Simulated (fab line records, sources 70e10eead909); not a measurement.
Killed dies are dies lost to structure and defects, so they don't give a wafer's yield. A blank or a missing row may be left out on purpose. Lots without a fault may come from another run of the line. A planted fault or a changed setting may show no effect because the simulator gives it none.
Chamber matching | flow nand_harc | NHARC_A_STAIRCASE_TRIM_196 on rie_diel-13: 4 sister chambers
The step chemistry O2, time 211.2 s. 4 wafers are shown with their chamber, then 9 later ones without.

WAFERS WITH THEIR CHAMBER
wafer  | chamber | drypump_motor_current_A (A)
L077.6 | 3       | 6.4
L084.1 | 1       | 6.2
L084.4 | 0       | 5.9
L084.6 | 2       | 5.8

WAFERS WITHOUT THEIR CHAMBER
wafer  | drypump_motor_current_A (A)
L088.3 | 5.9
L088.4 | 6.3
L088.5 | 5.9
L092.1 | 5.8
L092.5 | 5.8
L092.6 | 6.2
L096.3 | 5.8
L096.4 | 5.9
L096.6 | 5.9

WHICH CHAMBER EACH WENT THROUGH
wafer  | from the rows above     | in truth
L088.3 | 0                       | 0
L088.4 | can't be placed: 1 or 3 | 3
L088.5 | 0                       | 0
L092.1 | 2                       | 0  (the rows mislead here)
L092.5 | 2                       | 2
L092.6 | 1                       | 1
L096.3 | 2                       | 2
L096.4 | 0                       | 0
L096.6 | 0                       | 0
Placed correctly: 7 of 9. Can't be placed from these rows: 1 (the true chamber is among the candidates in 1). Placed wrongly: 1.
How it was worked out, from the rows above alone: a wafer's distance from a chamber is the root of the sum, over the readings, of the square of ((its reading less the chamber's mean) divided by the reading's scatter). The wafer belongs to the nearest chamber; if the next one is less than 2 further off, it can't be placed. A chamber's mean is the mean of its shown wafers. The scatter: with one shown wafer a chamber, the root of the mean of the squares of how far each hidden wafer lies from its nearest shown one.
